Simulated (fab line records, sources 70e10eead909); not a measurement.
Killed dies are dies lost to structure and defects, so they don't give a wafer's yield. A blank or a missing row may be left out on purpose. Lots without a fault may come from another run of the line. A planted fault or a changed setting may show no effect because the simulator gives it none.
fab line records | flow nand_harc
record lots=24 wafers=72 last_day=24
route steps=1159 shown A_WL_FILL@824 A_CONTACT@862
lots that met no fault: from a run of the same line without faults
start_h: hours from the record's first day to the start of the lot's first wafer shown | wait_h: hours since the lot's step before | " the same as in the row above | L1.1+2: a row that stands for several wafers | - no value, or no start given | * or withheld: withheld | < > ~ a bound
route shown NAME@n: a module of which the file shows steps, and the number in the route of the first | usual: mean/standard deviation of fault-free wafers | same: alike in all rows | chamber/n: place in a boat | sites: the reading at each site | _std_site: their standard deviation | _edge_site: outer sites' mean less inner sites' | radius_mm: how far each site lies from the wafer's centre | mask NAME#n: copy n | behind: the tool/chamber that last shaped the wafer | hold: why the lot was held/for how many hours/how that ended | device: the transistor (n, p or np) that didn't switch | end of line: the same wafers' tests at the end of the route | a step without rows: its recipe alone | killed: dies lost to structure and defects at the first sort, not the wafer's yield | map: a wafer's dies, x killed, . not, _ none there
set.NAME: the setting as run; set.NAME@STEP: as run at that earlier step | model.NAME: the simulator's own value behind a step, which no gauge read
steps of the route over a sample of lots; a table a step, a row a wafer
services: from which hour (start_h, from the record's first day; less than 0 if before it) a tool's chamber was out of use, for how many hours, and why
## steps
# step NHARC_A_WL_FILL_STRIP_29
# recipe time_s=20 o2_flow_sccm=500 ar_flow_sccm=0 bias_w=0 chemistry=O2
# usual drypump_motor_current_A=5.6/0.49 mfc_ar_sccm=0.008/0.01 oes_product_au=0.993/0.013 rf_vpp_V=57.9/0.71 showerhead_plenum_p_Torr=3.56/0.13 throttle_valve_pct=17.037/0.0094
# columns lot.wafer tool chamber start_h wait_h drypump_motor_current_A mfc_ar_sccm oes_product_au rf_hours_counter_h rf_vpp_V showerhead_plenum_p_Torr throttle_valve_pct
L075.2 rie_diel-06 0 346.65 0.1 5.0 0 0.994 3.5 58.3 3.70 17.037
L075.3 " 1 " " 6.1 0.021 0.996 3.5 58.6 3.30 17.028
L075.4 " 3 " " 6.3 0 1.011 3.4 57.7 3.54 17.044
L074.4 rie_diel-06 0 350.91 0.1 5.0 0 0.991 3.5 57.4 3.70 17.048
L074.1 " 3 " " 6.3 0 1.020 3.4 57.4 3.53 17.038
L074.5 " 0 " " 5.0 0 0.998 - 58.5 3.70 17.042
L076.2 rie_diel-09 0 356.68 0.1 5.6 0 1.013 5.0 58.3 3.67 17.025
L076.1 " 1 " " 5.6 0.009 0.990 5.3 58.5 3.52 17.032
L076.6 " 0 " " 5.6 0 1.019 - 58.6 3.67 17.035
L077.4 rie_diel-06 1 356.70 0.1 6.1 0.021 0.998 3.7 58.3 3.30 17.038
L077.1 " 3 " " 6.3 0 1.016 3.5 58.3 3.53 17.034
L077.5 " 0 " " 5.0 0 0.995 - 57.5 3.70 17.048
L078.3 rie_diel-06 2 376.68 0.1 5.0 0.012 0.983 4.5 57.9 3.55 17.038
L078.6 " 0 " " 5.0 0 0.988 - 57.4 3.70 17.041
L078.5 " 2 " " 4.9 0.012 0.974 - 58.3 3.55 17.032
L080.3 rie_diel-02 2 380.72 0.1 6.4 0.003 1.005 1.1 59.2 3.58 17.038
L080.2 " 0 " " 4.8 0 0.978 1.2 58.6 3.34 17.038
L080.4 " 0 " " 4.8 0 0.973 - 57.9 3.34 17.037
L079.1 rie_diel-09 2 383.33 0.1 6.1 0.028 0.993 7.0 56.8 3.56 17.019
L079.2 " 0 " " 5.6 0 1.017 6.4 56.7 3.67 17.029
L079.5 " 2 " " 6.1 0.028 0.998 - 57.7 3.56 17.040
L082.2 rie_diel-06 3 394.54 0.1 6.3 0 1.012 4.8 56.1 3.53 17.048
L082.6 " 0 " " 5.0 0 0.988 - 58.6 3.70 17.039
L082.5 " 1 " " 6.1 0.021 0.977 - 57.8 3.30 17.049
L081.2 rie_diel-09 3 395.66 0.1 5.5 0 1.005 7.5 57.8 3.71 17.012
L081.5 " 0 " " 5.6 0 1.012 - 57.3 3.66 17.032
L081.4 " 3 " " 5.5 0 1.008 - 56.4 3.71 17.056
L083.3 rie_diel-09 0 406.53 0.1 5.6 0 1.012 7.6 57.2 3.66 17.044
L083.2 " 2 " " 6.1 0.028 0.994 8.1 59.0 3.56 17.043
L083.4 " 0 " " 5.5 0 1.023 - 57.2 3.66 17.026
L084.2 rie_diel-06 0 406.55 0.1 5.0 0 0.980 5.5 58.5 3.70 17.040
L084.1 " 1 " " 6.1 0.021 0.987 5.6 58.1 3.30 17.022
L084.4 " 3 " " 6.3 0 1.018 4.9 58.3 3.53 17.040
L087.4 rie_diel-09 3 420.19 0.1 5.5 0 0.998 9.1 58.3 3.71 17.014
L087.1 " 0 " " 5.6 0 1.022 8.9 59.1 3.66 17.025
L087.6 " 2 " " 6.1 0.028 1.000 - 57.8 3.56 17.036
L085.1 rie_diel-02 1 420.67 0.1 5.6 0.000 0.984 2.0 58.2 3.58 17.035
L085.2 " 3 " " 6.4 0 0.991 1.0 58.9 3.70 17.045
L085.3 " 0 " " 4.8 0 0.978 2.1 57.5 3.34 17.041
L086.1 rie_diel-09 3 423.24 0.1 5.5 0 0.991 9.1 58.6 3.71 17.035
L086.3 " 2 " " 6.1 0.028 0.992 9.5 57.1 3.56 17.034
L086.6 " 0 " " 5.6 0 1.017 - 57.9 3.66 17.042
L088.4 rie_diel-09 3 428.62 0.1 5.5 0 0.994 9.3 59.4 3.71 17.052
L088.2 " 1 " " 5.6 0.009 0.975 8.2 56.8 3.52 17.040
L088.1 " 2 " " 6.1 0.028 0.989 9.7 57.7 3.56 17.034
L091.4 rie_diel-02 0 439.31 0.1 4.8 0 0.981 2.6 58.0 3.34 17.039
L091.2 " 1 " " 5.6 0.000 0.991 2.6 58.5 3.58 17.041
L091.5 " 1 " " 5.6 0.000 0.996 - 58.5 3.58 17.031
L090.4 rie_diel-06 1 440.16 0.1 6.1 0.021 1.017 0.6 57.0 3.30 17.030
L090.1 " 2 " " 5.0 0.012 0.981 0.6 58.3 3.55 17.041
L090.3 " 0 " " 5.0 0 0.983 0.6 57.6 3.70 17.016
L089.2 rie_diel-06 0 447.39 0.1 5.0 0 0.981 0.7 57.5 3.70 17.048
L089.3 " 2 " " 4.9 0.012 0.972 0.7 58.5 3.55 17.038
L089.5 " 3 " " 6.2 0 0.992 - 58.5 3.53 17.032
L092.3 rie_diel-09 2 451.42 0.1 6.1 0.028 0.994 0.7 58.8 3.56 17.032
L092.5 " 0 " " 5.6 0 0.989 - 57.5 3.66 17.026
L092.6 " 2 " " 6.1 0.028 0.993 - 58.7 3.56 17.041
L094.3 rie_diel-06 1 464.74 0.1 6.1 0.021 1.016 1.6 57.4 3.30 17.064
L094.1 " 3 " " 6.3 0 0.996 1.8 57.5 3.53 17.048
L094.5 " 1 " " 6.1 0.021 1.018 - 58.1 3.30 17.053
L093.3 rie_diel-02 1 465.56 0.1 5.7 0.000 0.993 3.3 58.6 3.58 17.031
L093.4 " 3 " " 6.3 0 0.992 2.2 57.8 3.70 17.030
L093.2 " 0 " " 4.8 0 0.977 3.4 57.8 3.34 17.041
L096.3 rie_diel-06 2 474.06 0.1 4.9 0.012 0.986 1.7 57.2 3.55 17.044
L096.4 " 0 " " 5.0 0 0.983 1.8 59.0 3.70 17.041
L096.6 " 2 " " 5.0 0.012 0.975 - 57.2 3.55 17.029
L097.2 rie_diel-09 2 474.70 0.1 6.1 0.028 0.981 3.3 58.3 3.56 17.031
L097.4 " 0 " " 5.6 0 0.990 3.0 57.9 3.66 17.034
L097.5 " 3 " " 5.5 0 0.984 - 58.6 3.71 17.046
L095.3 rie_diel-09 1 477.07 0.1 5.6 0.009 0.971 2.9 58.9 3.52 17.024
L095.2 " 2 " " 6.0 0.028 0.985 3.3 58.7 3.56 17.035
L095.5 " 0 " " 5.6 0 0.984 - 57.2 3.66 17.037
# step NHARC_A_CONTACT_ETCH_111
# recipe source_w=withheld pressure_mtorr=20 bias_v=withheld time_s=140 target_depth_a=7000 ar_flow_sccm=withheld c4f8_flow_sccm=withheld o2_flow_sccm=withheld chemistry=C4F8/O2/Ar
# columns lot.wafer tool chamber start_h wait_h rf_hours_counter_h
L075.2 har_cap_etch-01 0 362.74 - 41
L075.4 " 0 " " -
L075.3 " 1 " " -
L074.1 har_cap_etch-02 0 368.91 - 14
L074.4 " 0 " " -
L074.5 " 1 " " -
L077.1 har_cap_etch-02 0 374.11 - 15
L077.4 " 1 " " -
L077.5 " 1 " " -
L076.2 har_cap_etch-03 0 375.60 - 92
L076.1 " 1 " " 92
L076.6 " 0 " " -
L078.3 har_cap_etch-03 0 396.62 - -
L078.5 " 1 " " -
L078.6 " 0 " " -
L080.2 har_cap_etch-02 1 402.12 - 19
L080.3 " 1 " " -
L080.4 " 0 " " -
L079.1 har_cap_etch-03 0 407.43 - 96
L079.2 " 1 " " 96
L079.5 " 0 " " -
L082.2 har_cap_etch-03 1 413.37 - 97
L082.6 " 1 " " -
L082.5 " 0 " " -
L081.2 har_cap_etch-02 1 415.41 - 21
L081.4 " 0 " " -
L081.5 " 0 " " -
L084.1 har_cap_etch-03 1 426.11 - 99
L084.2 " 0 " " 99
L084.4 " 0 " " -
L083.2 har_cap_etch-01 1 427.12 - 53
L083.4 " 1 " " -
L083.3 " 0 " " -
L087.1 har_cap_etch-03 0 439.61 - 101
L087.4 " 0 " " -
L087.6 " 0 " " -
L085.1 har_cap_etch-01 0 439.61 - 56
L085.2 " 1 " " 56
L085.3 " 0 " " -
L086.1 har_cap_etch-03 0 443.49 - 102
L086.3 " 0 " " -
L086.6 " 0 " " -
L088.1 har_cap_etch-01 1 447.80 - 57
L088.2 " 0 " " 57
L088.4 " 1 " " -
L091.2 har_cap_etch-01 1 456.78 - 60
L091.4 " 1 " " -
L091.5 " 0 " " -
L090.1 har_cap_etch-03 1 456.90 - 105
L090.4 " 1 " " -
L090.3 " 0 " " -
L089.2 har_cap_etch-03 0 464.00 - 106
L089.3 " 0 " " -
L089.5 " 0 " " -
L092.3 har_cap_etch-03 1 469.91 - -
L092.5 " 1 " " -
L092.6 " 0 " " -
L093.2 har_cap_etch-02 0 481.99 - 36
L093.3 " 0 " " -
L093.4 " 1 " " -
L094.1 har_cap_etch-03 0 482.46 - 110
L094.3 " 0 " " -
L094.5 " 1 " " -
L096.4 har_cap_etch-01 0 493.40 - -
L096.3 " 1 " " -
L096.6 " 1 " " -
L097.2 har_cap_etch-03 0 493.51 - 112
L097.4 " 0 " " -
L097.5 " 1 " " -
L095.2 har_cap_etch-02 0 497.10 - 39
L095.3 " 1 " " -
L095.5 " 1 " " -
# step NHARC_A_CONTACT_ETCH_118
# recipe source_w=withheld pressure_mtorr=20 bias_v=3000 time_s=94 target_depth_a=9220 ar_flow_sccm=withheld c4f8_flow_sccm=withheld o2_flow_sccm=withheld chemistry=C4F8/O2/Ar
# columns lot.wafer tool chamber start_h wait_h rf_hours_counter_h
L075.2 har_cap_etch-01 0 363.49 0.1 42
L075.4 " 0 " " -
L075.3 " 1 " " -
L074.1 har_cap_etch-02 0 369.64 0.1 15
L074.4 " 0 " " -
L074.5 " 1 " " -
L077.1 har_cap_etch-02 0 375.08 0.1 16
L077.4 " 1 " " -
L077.5 " 1 " " -
L076.2 har_cap_etch-03 0 376.34 0.1 93
L076.1 " 1 " " 93
L076.6 " 0 " " -
L078.3 har_cap_etch-03 0 397.31 0.1 -
L078.5 " 1 " " -
L078.6 " 0 " " -
L080.2 har_cap_etch-02 1 402.87 0.1 20
L080.3 " 1 " " -
L080.4 " 0 " " -
L079.1 har_cap_etch-03 0 408.18 0.1 97
L079.2 " 1 " " 97
L079.5 " 0 " " -
L082.2 har_cap_etch-03 1 414.11 0.1 98
L082.6 " 1 " " -
L082.5 " 0 " " -
L081.2 har_cap_etch-02 1 416.14 0.1 22
L081.4 " 0 " " -
L081.5 " 0 " " -
L084.1 har_cap_etch-03 1 426.85 0.1 100
L084.2 " 0 " " 100
L084.4 " 0 " " -
L083.2 har_cap_etch-01 1 427.87 0.1 54
L083.4 " 1 " " -
L083.3 " 0 " " -
L087.1 har_cap_etch-03 0 440.34 0.1 102
L087.4 " 0 " " -
L087.6 " 0 " " -
L085.1 har_cap_etch-01 0 440.36 0.1 56
L085.2 " 1 " " 56
L085.3 " 0 " " -
L086.1 har_cap_etch-03 0 444.24 0.1 103
L086.3 " 0 " " -
L086.6 " 0 " " -
L088.1 har_cap_etch-01 1 448.55 0.1 58
L088.2 " 0 " " 58
L088.4 " 1 " " -
L091.2 har_cap_etch-01 1 457.52 0.1 61
L091.4 " 1 " " -
L091.5 " 0 " " -
L090.1 har_cap_etch-03 1 457.65 0.1 105
L090.4 " 1 " " -
L090.3 " 0 " " -
L089.2 har_cap_etch-03 0 464.74 0.1 107
L089.3 " 0 " " -
L089.5 " 0 " " -
L092.3 har_cap_etch-03 1 470.62 0.1 -
L092.5 " 1 " " -
L092.6 " 0 " " -
L093.2 har_cap_etch-02 0 482.74 0.1 37
L093.3 " 0 " " -
L093.4 " 1 " " -
L094.1 har_cap_etch-03 0 483.21 0.1 110
L094.3 " 0 " " -
L094.5 " 1 " " -
L096.4 har_cap_etch-01 0 494.10 0.1 -
L096.3 " 1 " " -
L096.6 " 1 " " -
L097.2 har_cap_etch-03 0 494.24 0.1 113
L097.4 " 0 " " -
L097.5 " 1 " " -
L095.2 har_cap_etch-02 0 497.84 0.1 40
L095.3 " 1 " " -
L095.5 " 1 " " -
# step NHARC_A_CONTACT_ETCH_121
# recipe source_w=withheld pressure_mtorr=20 bias_v=3000 time_s=94 target_depth_a=9220 ar_flow_sccm=withheld c4f8_flow_sccm=withheld o2_flow_sccm=withheld chemistry=C4F8/O2/Ar
# columns lot.wafer tool chamber start_h wait_h rf_hours_counter_h
L075.2 har_cap_etch-01 0 363.76 0.1 42
L075.4 " 0 " " -
L075.3 " 1 " " -
L074.1 har_cap_etch-02 0 369.91 0.1 15
L074.4 " 0 " " -
L074.5 " 1 " " -
L077.1 har_cap_etch-02 0 375.44 0.1 16
L077.4 " 1 " " -
L077.5 " 1 " " -
L076.2 har_cap_etch-03 0 376.62 0.1 93
L076.1 " 1 " " 93
L076.6 " 0 " " -
L078.3 har_cap_etch-03 0 397.58 0.1 -
L078.5 " 1 " " -
L078.6 " 0 " " -
L080.2 har_cap_etch-02 1 403.14 0.1 20
L080.3 " 1 " " -
L080.4 " 0 " " -
L079.1 har_cap_etch-03 0 408.45 0.1 97
L079.2 " 1 " " 97
L079.5 " 0 " " -
L082.2 har_cap_etch-03 1 414.39 0.1 98
L082.6 " 1 " " -
L082.5 " 0 " " -
L081.2 har_cap_etch-02 1 416.41 0.1 22
L081.4 " 0 " " -
L081.5 " 0 " " -
L084.1 har_cap_etch-03 1 427.13 0.1 100
L084.2 " 0 " " 100
L084.4 " 0 " " -
L083.2 har_cap_etch-01 1 428.14 0.1 54
L083.4 " 1 " " -
L083.3 " 0 " " -
L087.1 har_cap_etch-03 0 440.61 0.1 102
L087.4 " 0 " " -
L087.6 " 0 " " -
L085.1 har_cap_etch-01 0 440.63 0.1 57
L085.2 " 1 " " 57
L085.3 " 0 " " -
L086.1 har_cap_etch-03 0 444.51 0.1 103
L086.3 " 0 " " -
L086.6 " 0 " " -
L088.1 har_cap_etch-01 1 448.82 0.1 58
L088.2 " 0 " " 58
L088.4 " 1 " " -
L091.2 har_cap_etch-01 1 457.80 0.1 61
L091.4 " 1 " " -
L091.5 " 0 " " -
L090.1 har_cap_etch-03 1 457.93 0.1 106
L090.4 " 1 " " -
L090.3 " 0 " " -
L089.2 har_cap_etch-03 0 465.01 0.1 107
L089.3 " 0 " " -
L089.5 " 0 " " -
L092.3 har_cap_etch-03 1 470.89 0.1 -
L092.5 " 1 " " -
L092.6 " 0 " " -
L093.2 har_cap_etch-02 0 483.01 0.1 37
L093.3 " 0 " " -
L093.4 " 1 " " -
L094.1 har_cap_etch-03 0 483.48 0.1 111
L094.3 " 0 " " -
L094.5 " 1 " " -
L096.4 har_cap_etch-01 0 494.38 0.1 -
L096.3 " 1 " " -
L096.6 " 1 " " -
L097.2 har_cap_etch-03 0 494.51 0.1 113
L097.4 " 0 " " -
L097.5 " 1 " " -
L095.2 har_cap_etch-02 0 498.12 0.1 40
L095.3 " 1 " " -
L095.5 " 1 " " -
# step NHARC_A_CONTACT_ETCH_128
# recipe source_w=withheld pressure_mtorr=20 bias_v=1200 time_s=155 target_depth_a=9560 ar_flow_sccm=withheld c4f8_flow_sccm=withheld o2_flow_sccm=withheld chemistry=C4F8/O2/Ar
# columns lot.wafer tool chamber start_h wait_h rf_hours_counter_h
L075.2 har_cap_etch-03 0 371.51 0.1 91
L075.3 " 0 " " -
L075.4 " 1 " " -
L074.1 har_cap_etch-01 0 380.38 0.1 45
L074.4 " 1 " " -
L074.5 " 0 " " -
L077.1 har_cap_etch-02 1 383.88 0.1 18
L077.4 " 1 " " -
L077.5 " 0 " " -
L076.1 har_cap_etch-01 1 385.24 0.1 46
L076.2 " 0 " " 46
L076.6 " 1 " " -
L078.3 har_cap_etch-01 0 403.82 0.1 -
L078.6 " 0 " " -
L078.5 " 1 " " -
L080.2 har_cap_etch-01 0 411.75 0.1 50
L080.3 " 0 " " -
L080.4 " 1 " " -
L079.1 har_cap_etch-01 1 418.65 0.1 51
L079.2 " 0 " " 51
L079.5 " 1 " " -
L082.2 har_cap_etch-02 1 423.89 0.1 23
L082.6 " 0 " " -
L082.5 " 1 " " -
L081.2 har_cap_etch-01 0 425.80 0.1 53
L081.4 " 0 " " -
L081.5 " 0 " " -
L084.2 har_cap_etch-01 0 433.70 0.1 55
L084.1 " 1 " " 55
L084.4 " 0 " " -
L083.2 har_cap_etch-02 0 436.22 0.1 26
L083.3 " 1 " " -
L083.4 " 0 " " -
L085.2 har_cap_etch-02 1 448.60 0.1 28
L085.1 " 0 " " 28
L085.3 " 0 " " -
L087.1 har_cap_etch-01 1 449.95 0.1 59
L087.4 " 0 " " -
L087.6 " 0 " " -
L086.1 har_cap_etch-02 1 453.12 0.1 30
L086.3 " 1 " " -
L086.6 " 0 " " -
L088.2 har_cap_etch-03 1 455.30 0.1 104
L088.1 " 0 " " 104
L088.4 " 0 " " -
L091.2 har_cap_etch-02 1 467.82 0.1 32
L091.4 " 1 " " -
L091.5 " 1 " " -
L090.1 har_cap_etch-01 0 468.56 0.1 63
L090.4 " 0 " " -
L090.3 " 1 " " -
L089.2 har_cap_etch-02 1 472.06 0.1 34
L089.3 " 1 " " -
L089.5 " 1 " " -
L092.3 har_cap_etch-02 0 477.45 0.1 -
L092.5 " 0 " " -
L092.6 " 1 " " -
L093.2 har_cap_etch-03 1 491.64 0.1 112
L093.3 " 0 " " -
L093.4 " 1 " " -
L094.1 har_cap_etch-02 0 491.82 0.1 38
L094.3 " 1 " " -
L094.5 " 1 " " -
L096.4 har_cap_etch-02 1 501.81 0.1 -
L096.3 " 0 " " -
L096.6 " 1 " " -
L097.2 har_cap_etch-01 1 502.68 0.1 67
L097.4 " 0 " " -
L097.5 " 0 " " -
L095.2 har_cap_etch-03 1 504.71 0.1 115
L095.3 " 0 " " -
L095.5 " 0 " " -
# step NHARC_A_CONTACT_DEP_84
# recipe target_thk_a=20000 temp_c=400 material=aC
# usual throttle_valve_pct=35.000/0.0093
# columns lot.wafer tool chamber start_h wait_h throttle_valve_pct
L075.2 acl_dep-03 0 377.08 - 34.991
L075.3 " 0 " " 35.001
L075.4 " 0 " " 35.005
L074.1 acl_dep-01 0 383.06 - 35.007
L074.4 " 0 " " 34.989
L074.5 " 0 " " 35.010
L077.1 acl_dep-01 0 388.10 - 34.994
L077.4 " 0 " " 35.010
L077.5 " 0 " " 35.008
L076.1 acl_dep-01 0 389.35 - 34.996
L076.2 " 0 " " 35.000
L076.6 " 0 " " 35.011
L078.3 acl_dep-02 0 408.05 - 34.999
L078.5 " 0 " " 35.006
L078.6 " 0 " " 34.991
L080.2 acl_dep-01 0 418.15 - 35.019
L080.3 " 0 " " 34.989
L080.4 " 0 " " 35.021
L079.1 acl_dep-02 0 422.88 - 34.983
L079.2 " 0 " " 34.995
L079.5 " 0 " " 34.998
L082.2 acl_dep-01 0 426.64 - 35.003
L082.5 " 0 " " 35.003
L082.6 " 0 " " 35.014
L081.2 acl_dep-01 0 428.74 - 35.003
L081.4 " 0 " " 35.015
L081.5 " 0 " " 34.998
L084.1 acl_dep-01 0 436.64 - 35.010
L084.2 " 0 " " 34.997
L084.4 " 0 " " 34.994
L083.2 acl_dep-02 0 438.97 - 35.003
L083.3 " 0 " " 34.978
L083.4 " 0 " " 35.010
L085.1 acl_dep-01 0 451.84 - 35.005
L085.2 " 0 " " 35.000
L085.3 " 0 " " 35.000
L087.1 acl_dep-01 0 453.09 - 34.991
L087.4 " 0 " " 34.999
L087.6 " 0 " " 35.004
L086.1 acl_dep-03 0 455.64 - 34.998
L086.3 " 0 " " 35.007
L086.6 " 0 " " 35.009
L088.1 acl_dep-03 0 458.33 - 35.009
L088.2 " 0 " " 35.011
L088.4 " 0 " " 35.002
L091.2 acl_dep-02 0 470.80 - 35.003
L091.4 " 0 " " 34.999
L091.5 " 0 " " 35.005
L090.1 acl_dep-02 0 471.82 - 34.987
L090.3 " 0 " " 35.006
L090.4 " 0 " " 34.991
L089.2 acl_dep-02 0 475.83 - 34.993
L089.3 " 0 " " 35.015
L089.5 " 0 " " 35.008
L092.3 acl_dep-03 0 481.53 - 34.984
L092.5 " 0 " " 35.004
L092.6 " 0 " " 35.004
L094.1 acl_dep-02 0 494.77 - 35.004
L094.3 " 0 " " 35.007
L094.5 " 0 " " 34.990
L093.2 acl_dep-01 0 494.97 - 35.004
L093.3 " 0 " " 35.002
L093.4 " 0 " " 35.009
L096.3 acl_dep-02 0 504.97 - 35.015
L096.4 " 0 " " 35.009
L096.6 " 0 " " 34.995
L097.2 acl_dep-02 0 506.00 - 34.999
L097.4 " 0 " " 35.010
L097.5 " 0 " " 35.004
L095.2 acl_dep-03 0 507.48 - 34.984
L095.3 " 0 " " 35.015
L095.5 " 0 " " 35.003
## services
# columns tool chamber start_h hours kind
rie_diel-06 0 323.70 - clean
rie_diel-06 1 323.70 - clean
rie_diel-06 2 323.70 - clean
rie_diel-06 3 323.70 - clean
rie_diel-02 - 327.70 9.0 pm
har_cap_etch-02 - 332.93 0.3 repair
rie_diel-09 0 336.80 - clean
rie_diel-09 1 336.80 - clean
rie_diel-09 2 336.80 - clean
rie_diel-09 3 336.80 - clean
rie_diel-02 3 338.68 22.9 repair
acl_dep-02 - 352.25 13.0 pm
rie_diel-06 3 368.17 9.8 repair
rie_diel-02 - 372.89 4.7 repair
rie_diel-02 3 379.57 9.0 repair
rie_diel-09 1 390.44 19.3 repair
acl_dep-03 - 407.08 13.0 pm
rie_diel-06 - 418.20 9.0 pm
rie_diel-09 - 431.17 9.0 pm
har_cap_etch-03 - 446.99 7.1 repair
rie_diel-09 3 449.04 6.7 repair
acl_dep-01 - 476.28 13.0 pm
acl_dep-03 - 504.05 3.2 repair
rie_diel-02 - 504.70 9.0 pm
## key
fault none
